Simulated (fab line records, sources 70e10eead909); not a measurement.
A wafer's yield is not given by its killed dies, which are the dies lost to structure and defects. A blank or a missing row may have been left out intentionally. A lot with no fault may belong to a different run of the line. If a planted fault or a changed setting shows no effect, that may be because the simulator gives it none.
fab line records	flow nand_harc
[record] lots = 13	wafers = 39	last_day = 25
route steps=1159 shown A_STAIRCASE@647 END@1159
lots untouched by any fault: they come from a run of this same line in which no faults occurred
start_h: hours from the record's opening day to when the first of the lot's shown wafers began	wait_h: how many hours have passed since the lot's step before this one	" as in the row above	L1.1+2: several wafers, shown together as one row	- no value, or no start given	* or withheld: withheld	< > ~ a bound
route shown NAME@n: names a module that has steps shown in the file, with the first one's number in the route	usual: mean/standard deviation of fault-free wafers	same: alike in all rows	chamber/n: place in a boat	sites: readings site by site	_std_site: standard deviation across them	_edge_site: outer sites' mean less inner sites'	radius_mm: how far each site lies from the wafer's centre	mask NAME#n: copy n	behind: the last tool/chamber to shape the wafer	hold: the reason the lot was held/the length of the hold in hours/how it ended	device: which transistor (n, p or np) failed to switch	end of line: at the end of the route, the tests of the same wafers	for a step that has no rows: nothing shown but its recipe	killed: the dies lost at the first sort to structure and to defects; this is not the yield of the wafer	map: a wafer's dies, x killed, . not, _ none there
set.NAME: setting as actually run; set.NAME@STEP: the setting as run at that earlier step	model.NAME: the simulator's own value behind a step, which no gauge read
route steps across a sampled set of lots; one table per step, one row per wafer
services: from which hour (start_h, from the record's first day; less than 0 if before it) a tool's chamber was out of use, for how many hours, and why
[[steps]]
[step NHARC_A_STAIRCASE_ETCH_253]
[recipe] target_depth_a = 500	time_s = 20.2	ion_energy_ev = 400	c4f8_flow_sccm = 20	o2_flow_sccm = 10	ar_flow_sccm = withheld	rf_w = 600	bias_w = 1000	chemistry = C4F8/O2
[usual] oes_product_au = 0.960/0.021	rf_vpp_V = 895/5.5
lot.wafer	tool	chamber	start_h	wait_h	oes_product_au	rf_hours_counter_h	rf_vpp_V
L549.1	rie_diel-04	0	257.77	0.1	0.963	49	888
L549.4	"	2	"	"	0.977	51	887
L549.5	"	3	"	"	0.966	-	889
L550.2	rie_diel-04	3	258.21	0.1	0.982	51	890
L550.3	"	2	"	"	0.968	51	885
L550.5	"	0	"	"	0.973	-	887
L551.3	rie_diel-13	2	267.50	0.1	0.960	57	894
L551.2	"	3	"	"	0.959	59	905
L551.1	"	0	"	"	0.981	60	889
L552.1	rie_diel-02	2	267.79	0.1	0.973	38	896
L552.6	"	2	"	"	0.964	-	896
L552.5	"	3	"	"	0.987	-	901
L554.3	rie_diel-02	1	294.23	1.5	0.927	48	892
L554.4	"	2	"	"	0.952	49	893
L554.6	"	0	"	"	0.947	-	894
L561.4	rie_diel-13	1	325.95	0.1	0.961	16	894
L561.2	"	3	"	"	0.962	14	905
L561.5	"	0	"	"	0.976	-	889
L563.1	rie_diel-13	2	343.26	0.1	0.973	23	893
L563.6	"	1	"	"	0.964	-	894
L563.5	"	2	"	"	0.978	-	893
L564.3	rie_diel-04	1	343.60	0.1	0.993	17	896
L564.4	"	3	"	"	0.970	19	891
L564.5	"	2	"	"	0.978	-	906
L566.1	rie_diel-02	1	348.72	0.1	0.941	5	891
L566.6	"	2	"	"	0.970	-	896
L566.5	"	3	"	"	0.974	-	900
L568.4	rie_diel-04	1	358.50	0.2	0.955	26	895
L568.1	"	2	"	"	0.933	22	907
L568.6	"	3	"	"	0.946	-	889
L567.2	rie_diel-04	2	358.51	0.1	0.924	22	906
L567.3	"	1	"	"	0.958	26	895
L567.6	"	3	"	"	0.939	-	891
L570.2	rie_diel-13	2	371.92	0.1	0.979	33	892
L570.4	"	3	"	"	0.966	31	905
L570.1	"	1	"	"	0.975	34	897
L571.2	rie_diel-02	1	389.76	0.1	0.947	18	892
L571.4	"	2	"	"	0.958	19	896
L571.3	"	3	"	"	0.955	19	900
[step NHARC_A_STAIRCASE_DEP_301]
[recipe] target_thk_a = 300	target_thk_nm = 30	temp_c = 400	pressure_torr = 3.5	flow_sccm = 200	rf_w = 350	material = SiON
[usual] heater_power_w = 771/110	rf_fwd_power_W = 348.6/1.1	showerhead_vpp_V = 1169/66
lot.wafer	tool	chamber	start_h	wait_h	heater_power_w	rf_fwd_power_W	showerhead_vpp_V
L549.1	pecvd-03	1	265.49	1.6	686	348.7	1064
L549.4	"	2	"	"	803	350.9	1250
L549.5	"	1	"	"	684	348.9	1100
L550.2	pecvd-03	1	267.32	1.3	784	347.7	1091
L550.3	"	2	"	"	732	348.3	1238
L550.5	"	2	"	"	783	348.8	1247
L552.1	pecvd-04	2	277.38	1.6	643	350.3	1108
L552.6	"	2	"	"	665	348.5	1136
L552.5	"	1	"	"	822	348.1	1144
L551.2	pecvd-03	2	277.69	1.3	748	348.1	1265
L551.1	"	0	"	"	778	350.8	1084
L551.3	"	1	"	"	686	349.1	1082
L554.3	pecvd-01	0	306.42	1.0	822	347.8	1223
L554.4	"	0	"	"	861	349.8	1212
L554.6	"	1	"	"	764	347.6	1171
L561.2	pecvd-01	0	335.25	1.3	796	209.3	948
L561.5	"	1	"	"	709	347.6	1179
L561.4	"	0	"	"	828	210.7	949
L563.1	pecvd-01	0	353.34	1.6	805	208.5	945
L563.6	"	2	"	"	557	348.8	1172
L563.5	"	0	"	"	841	209.1	967
L564.3	pecvd-03	2	354.65	1.1	914	348.1	1225
L564.4	"	0	"	"	871	347.2	1081
L564.5	"	1	"	"	799	347.5	1094
L566.1	pecvd-04	1	360.16	1.6	891	348.2	1178
L566.5	"	2	"	"	652	350.9	1133
L566.6	"	1	"	"	889	349.3	1166
L568.1	pecvd-04	0	369.33	1.6	783	349.0	1258
L568.4	"	2	"	"	674	348.8	1127
L568.6	"	1	"	"	820	347.4	1176
L567.3	pecvd-03	2	370.29	0.9	822	348.6	1262
L567.2	"	0	"	"	945	347.6	1087
L567.6	"	1	"	"	670	349.6	1088
L570.2	pecvd-03	1	382.36	1.3	729	348.8	1075
L570.1	"	0	"	"	902	348.2	1102
L570.4	"	1	"	"	724	349.1	1085
L571.2	pecvd-04	0	397.83	1.2	820	347.5	1257
L571.3	"	1	"	"	788	349.0	1152
L571.4	"	2	"	"	755	349.3	1143
[step NHARC_A_STAIRCASE_HM_OPEN_463]
[recipe] o2_flow_sccm = 400	cos_flow_sccm = 20	ar_flow_sccm = 0	rf_w = 500	bias_w = 300	chemistry = O2/COS
[usual] drypump_motor_current_A = 5.8/0.4	oes_product_au = 1.000/0.012	rf_vpp_V = 466.5/2.8	showerhead_plenum_p_Torr = 3.09/0.13	throttle_valve_pct = 28.328/0.0097
lot.wafer	tool	chamber	start_h	wait_h	drypump_motor_current_A	oes_product_au	rf_hours_counter_h	rf_vpp_V	showerhead_plenum_p_Torr	throttle_valve_pct
L549.4	rie_diel-02	3	-	-	5.4	1.021	40	469.1	3.25	28.330
L549.1	"	0	"	"	5.4	1.008	37	465.8	3.09	28.341
L549.5	"	2	"	"	6.1	1.007	-	466.2	3.11	28.327
L550.3	rie_diel-02	1	-	-	5.5	0.991	35	465.8	3.04	28.337
L550.2	"	0	"	"	5.5	1.003	38	466.6	3.09	28.310
L550.5	"	1	"	"	5.5	0.988	-	464.6	3.04	28.327
L552.1	rie_diel-02	1	-	-	5.5	0.996	39	464.4	3.04	28.330
L552.5	"	1	"	"	5.5	0.990	-	464.1	3.04	28.324
L552.6	"	2	"	"	6.0	0.999	-	466.9	3.11	28.329
L551.3	rie_diel-04	3	-	-	6.1	0.997	56	463.8	2.98	28.342
L551.1	"	0	"	"	5.8	1.003	55	464.1	2.94	28.322
L551.2	"	2	"	"	6.3	1.001	58	461.8	2.89	28.324
L554.4	rie_diel-02	2	-	-	6.1	1.003	54	466.7	3.10	28.321
L554.3	"	3	"	"	5.4	1.030	55	469.4	3.24	28.341
L554.6	"	0	"	"	5.4	0.996	-	465.8	3.08	28.316
L561.2	rie_diel-13	3	-	-	5.5	0.989	19	470.2	3.33	28.336
L561.4	"	0	"	"	5.3	0.999	18	462.4	2.95	28.325
L561.5	"	3	"	"	5.4	0.987	-	473.0	3.33	28.343
L563.1	rie_diel-04	2	-	-	6.3	0.986	19	471.7	3.36	28.330
L563.5	"	1	"	"	6.5	1.006	-	467.1	3.12	28.313
L563.6	"	2	"	"	6.3	0.993	-	471.8	3.36	28.315
L564.3	rie_diel-04	0	-	-	5.8	0.996	24	463.7	2.92	28.350
L564.4	"	2	"	"	6.3	0.987	20	472.0	3.36	28.338
L564.5	"	0	"	"	5.8	0.993	-	462.6	2.92	28.324
L566.1	rie_diel-04	0	-	-	5.8	0.978	26	462.0	2.92	28.326
L566.6	"	2	"	"	6.3	0.999	-	472.4	3.36	28.337
L566.5	"	3	"	"	6.2	1.005	-	465.6	2.97	28.321
L568.1	rie_diel-04	2	-	-	6.3	0.995	25	472.2	3.36	28.332
L568.6	"	2	"	"	6.4	0.997	-	472.4	3.36	28.330
L568.4	"	1	"	"	6.6	1.012	-	467.2	3.11	28.335
L567.3	rie_diel-02	0	-	-	5.4	0.987	11	465.4	3.07	28.314
L567.2	"	2	"	"	6.1	0.987	12	467.4	3.09	28.319
L567.6	"	0	"	"	5.4	0.994	-	467.2	3.07	28.326
L570.2	rie_diel-13	2	-	-	5.8	1.003	38	465.8	3.04	28.332
L570.4	"	3	"	"	5.4	0.996	37	470.5	3.32	28.338
L570.1	"	1	"	"	6.3	0.999	39	467.1	3.07	28.326
L571.2	rie_diel-02	1	-	-	5.5	0.969	22	464.8	3.02	28.326
L571.4	"	2	"	"	6.1	1.003	22	465.6	3.09	28.359
L571.3	"	3	"	"	5.3	1.023	23	469.8	3.22	28.325
[step NHARC_A_STAIRCASE_ETCH_315]
[recipe] target_depth_a = 25000	time_s = 607.1	ion_energy_ev = 800	c4f8_flow_sccm = 80	o2_flow_sccm = 60	ar_flow_sccm = withheld	rf_w = 600	bias_w = 3000	chemistry = C4F8/O2/Ar
[usual] oes_product_au = 0.932/0.012	rf_vpp_V = 1825/10
lot.wafer	tool	chamber	start_h	wait_h	oes_product_au	rf_hours_counter_h	rf_vpp_V
L549.4	rie_diel-02	2	-	-	0.939	38	1825
L549.1	"	3	"	"	0.963	40	1838
L549.5	"	0	"	"	0.941	-	1824
L550.2	rie_diel-02	2	-	-	0.930	38	1827
L550.3	"	3	"	"	0.958	41	1837
L550.5	"	2	"	"	0.929	-	1826
L551.3	rie_diel-04	2	-	-	0.930	58	1807
L551.2	"	0	"	"	0.929	55	1810
L551.1	"	1	"	"	0.949	57	1829
L552.1	rie_diel-02	2	-	-	0.931	42	1826
L552.6	"	3	"	"	0.937	-	1837
L552.5	"	0	"	"	0.924	-	1823
L554.3	rie_diel-02	1	-	-	0.931	52	1819
L554.4	"	2	"	"	0.947	54	1827
L554.6	"	0	"	"	0.932	-	1825
L561.2	rie_diel-13	2	-	-	0.916	21	1822
L561.4	"	1	"	"	0.930	21	1823
L561.5	"	3	"	"	0.916	-	1843
L563.1	rie_diel-04	2	-	-	0.948	19	1847
L563.6	"	1	"	"	0.965	-	1828
L563.5	"	2	"	"	0.933	-	1846
L564.3	rie_diel-04	2	-	-	0.927	20	1846
L564.4	"	3	"	"	0.917	25	1813
L564.5	"	1	"	"	0.946	-	1827
L566.1	rie_diel-04	2	-	-	0.933	23	1845
L566.5	"	1	"	"	0.952	-	1828
L566.6	"	2	"	"	0.925	-	1846
L568.1	rie_diel-04	0	-	-	0.936	28	1809
L568.6	"	0	"	"	0.924	-	1810
L568.4	"	2	"	"	0.938	-	1846
L567.2	rie_diel-02	0	-	-	0.916	11	1824
L567.3	"	1	"	"	0.912	12	1820
L567.6	"	3	"	"	0.931	-	1836
L570.1	rie_diel-13	2	-	-	0.911	38	1820
L570.2	"	3	"	"	0.916	37	1843
L570.4	"	0	"	"	0.929	37	1813
L571.4	rie_diel-02	2	-	-	0.927	22	1826
L571.2	"	3	"	"	0.938	23	1835
L571.3	"	0	"	"	0.930	23	1822
[step NHARC_END_SORT_01]
[recipe] temp_c = 25
[usual] killed_at_array = 25/9.2	killed_at_other = 0.8/1.2	killed_at_periphery = 3.9/2.6	killed_dies = 30/9.7	killed_open = 3.4/1.9	killed_short = 2.0/1.4
[same] gross_dies = 677
lot.wafer	tool	chamber	start_h	wait_h	killed_at_array	killed_at_other	killed_at_periphery	killed_dies	killed_open	killed_short
L550.2	prober-02	0	460.00	2.8	14	0	6	20	4	0
L550.3	prober-02	0	460.80	3.1	15	0	3	18	4	1
L550.5	prober-02	0	462.38	3.7	18	0	8	26	4	2
L561.2	prober-02	0	508.28	2.8	23	0	3	26	4	2
L561.4	prober-02	0	509.88	3.4	18	1	3	22	2	1
L561.5	prober-02	0	510.69	3.7	14	2	6	22	5	2
L563.1	prober-02	0	536.14	2.5	32	2	4	38	5	2
L563.5	prober-02	0	539.32	3.7	24	3	4	31	2	1
L563.6	prober-02	0	540.11	4.0	46	0	1	47	5	1
L566.5	prober-01	0	547.14	3.7	24	1	4	29	5	1
// killed by level:class
L550.2 A_CHANNEL_HOLE_D1:chamber_film_flake=7 A_CONTACT:chamber_film_flake=3 P_CONTACT:geometric_particle:open=2 P_STI:chamber_film_flake=2 A_STAIRCASE:chamber_film_flake=2 P_M2:geometric_particle:open=1 A_SGD_CUT:geometric_particle:open=1 P_GATE:chamber_film_flake=1
L550.3 A_CHANNEL_HOLE_D1:chamber_film_flake=5 A_CONTACT:chamber_film_flake=4 A_CHANNEL_FILL_D1:geometric_particle:open=2 P_CONTACT:geometric_particle:open=1 P_M0:geometric_particle:open=1 A_M0:geometric_particle:short=1 P_STI:chamber_film_flake=1 A_STAIRCASE:chamber_film_flake=1
L550.5 A_CHANNEL_HOLE_D1:chamber_film_flake=13 P_CONTACT:geometric_particle:open=3 P_STI:chamber_film_flake=3 A_CONTACT:chamber_film_flake=2 P_STI:geometric_particle:short=1 A_CHANNEL_FILL_D1:geometric_particle:open=1 A_CHANNEL_FILL_D1:geometric_particle:short=1 P_BONDPAD:chamber_film_flake=1
L561.2 A_CHANNEL_HOLE_D1:chamber_film_flake=12 A_SGD_CUT:chamber_film_flake=3 A_CONTACT:chamber_film_flake=2 P_CONTACT:geometric_particle:short=1 P_CONTACT:geometric_particle:open=1 A_CHANNEL_FILL_D1:geometric_particle:short=1 A_WL_FILL:geometric_particle:open=1 A_BLC:geometric_particle:open=1
L561.4 A_CHANNEL_HOLE_D1:chamber_film_flake=9 A_SGD_CUT:chamber_film_flake=3 P_M0:chamber_film_flake=2 A_CONTACT:chamber_film_flake=2 P_M1:geometric_particle:open=1 A_CHANNEL_FILL_D1:geometric_particle:open=1 A_CONTACT:geometric_particle:short=1 A_ZERO_WELL:chamber_film_flake=1
L561.5 A_CHANNEL_HOLE_D1:chamber_film_flake=6 A_CONTACT:chamber_film_flake=4 THIN_TSV:chamber_film_flake=2 P_GATE:geometric_particle:short=1 P_GATE:geometric_particle:open=1 P_CONTACT:geometric_particle:short=1 P_M2:geometric_particle:open=1 A_ONON_D1:geometric_particle:open=1
L563.1 A_SLIT:chamber_film_flake=12 A_CHANNEL_HOLE_D1:chamber_film_flake=11 THIN_TSV:chamber_film_flake=2 P_CONTACT:geometric_particle:open=1 A_SOURCE_PLATE:geometric_particle:open=1 A_ONON_D1:geometric_particle:short=1 A_CHANNEL_HOLE_D1:geometric_particle:short=1 A_WL_FILL:geometric_particle:open=1
L563.5 A_CHANNEL_HOLE_D1:chamber_film_flake=15 A_SLIT:chamber_film_flake=6 P_M1:chamber_film_flake=3 THIN_TSV:chamber_film_flake=3 P_CONTACT:geometric_particle:open=1 A_SOURCE_PLATE:geometric_particle:open=1 A_CHANNEL_HOLE_D1:geometric_particle:short=1 A_CHANNEL_FILL_D1:chamber_film_flake=1
L563.6 A_CHANNEL_HOLE_D1:chamber_film_flake=24 A_SLIT:chamber_film_flake=13 A_CONTACT:geometric_particle:open=2 A_STAIRCASE:chamber_film_flake=2 P_CONTACT:geometric_particle:open=1 A_WL_FILL:geometric_particle:short=1 A_WL_FILL:geometric_particle:open=1 A_M1:geometric_particle:open=1
L566.5 A_CHANNEL_HOLE_D1:chamber_film_flake=18 A_STAIRCASE:chamber_film_flake=3 P_CONTACT:geometric_particle:open=1 P_M0:geometric_particle:open=1 P_M1:geometric_particle:short=1 P_BONDPAD:geometric_particle:open=1 A_BLC:geometric_particle:open=1 A_M1:geometric_particle:open=1
[[services]]
tool	chamber	start_h	hours	kind
pecvd-01	-	237.14	13.0	pm
rie_diel-02	0	257.95	-	clean
rie_diel-02	1	257.95	-	clean
rie_diel-02	2	257.95	-	clean
rie_diel-02	3	257.95	-	clean
rie_diel-13	-	276.00	9.0	pm
rie_diel-02	0	282.46	-	clean
rie_diel-02	1	282.46	-	clean
rie_diel-02	2	282.46	-	clean
rie_diel-02	3	282.46	-	clean
rie_diel-04	-	290.00	9.0	pm
pecvd-03	-	292.08	13.0	pm
rie_diel-02	0	307.04	-	clean
rie_diel-02	1	307.04	-	clean
rie_diel-02	2	307.04	-	clean
rie_diel-02	3	307.04	-	clean
pecvd-04	-	308.46	0.4	repair
rie_diel-02	-	327.98	9.0	pm
rie_diel-02	0	327.98	9.0	vent_cycle
rie_diel-02	1	327.98	9.0	vent_cycle
rie_diel-02	2	327.98	9.0	vent_cycle
rie_diel-04	2	328.79	7.2	repair
rie_diel-04	3	365.31	26.3	repair
pecvd-04	-	376.00	13.0	pm
[[key]]
[first_sign] step = NHARC_A_STAIRCASE_DEP_301	reading = rf_fwd_power_W	direction = down	sigmas = 99+	usual = *	struck = *
[effect] step = NHARC_A_STAIRCASE_DEP_301	reading = showerhead_vpp_V	direction = down	sigmas = 3.3	usual = 1169	struck = 952
met_at NHARC_A_STAIRCASE_DEP_301
struck_lots L561,L563
struck_wafers L561.2,L561.4,L563.1,L563.5
tester_left_out L561,L563
not_acting_at NHARC_A_STAIRCASE_ETCH_253,NHARC_A_STAIRCASE_HM_OPEN_463,NHARC_A_STAIRCASE_ETCH_315
onset_between 306.42 335.25
[fault] kind = process_parameter_drift	tool = pecvd-01	chamber = 0	onset_h = 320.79	steps = NHARC_A_STAIRCASE_DEP_301	channel = rf_w	offset = *	shape = step	end_h = 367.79	acts_in = *	stated = *
// tester_left_out: of these lots the tester's yield and bins aren't shown, on N5 and GAA mostly nor the transistor test; their killed dies are dies lost to structure and defects alone, not to doping, threshold or leakage, so they don't give the yield
